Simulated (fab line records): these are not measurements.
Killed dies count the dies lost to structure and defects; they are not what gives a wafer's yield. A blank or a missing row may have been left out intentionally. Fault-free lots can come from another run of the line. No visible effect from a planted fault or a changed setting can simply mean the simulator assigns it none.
Chamber matching -- flow nand_harc -- 4 sister chambers for NHARC_A_STAIRCASE_DESCUM_270 on rie_diel-05
The step chemistry O2, time 3 s. 8 wafers are shown with their chamber, then 7 later ones without.

WAFERS, EACH WITH ITS CHAMBER
wafer,chamber,showerhead_plenum_p_Torr (Torr),drypump_motor_current_A (A)
L080.2,1,1.81,6.0
L080.6,0,1.80,5.9
L085.1,1,1.80,6.0
L086.1,2,2.04,6.1
L086.2,0,1.79,5.8
L086.6,3,1.96,5.9
L090.3,2,2.03,6.1
L090.4,3,1.96,5.8

WAFERS WITH NO CHAMBER GIVEN
wafer,showerhead_plenum_p_Torr (Torr),drypump_motor_current_A (A)
L090.6,1.80,6.0
L092.1,1.80,6.1
L092.5,2.03,6.1
L092.6,1.96,5.8
L093.1,1.78,5.8
L093.3,1.80,6.0
L093.6,1.95,5.8

THE CHAMBER EACH PASSED THROUGH
wafer,from the rows above,in truth
L090.6,1,1
L092.1,1,1
L092.5,2,2
L092.6,3,3
L093.1,0,0
L093.3,1,1
L093.6,3,3
Placed correctly: 7 of 7. Not placeable from these rows: 0. Wrongly placed: 0.
How it was worked out, from the rows above alone: a wafer's distance from a chamber is the root of the sum, over the readings, of the square of ((its reading less the chamber's mean) divided by the reading's scatter). If the next closest chamber is less than 2 further off than the closest, the wafer can't be placed; otherwise it belongs to the closest. The mean given for a chamber averages the wafers shown for that chamber. The scatter: take each reading less its chamber's mean, square it, sum over the shown wafers, divide by the number of wafers less the number of chambers, and take the root.
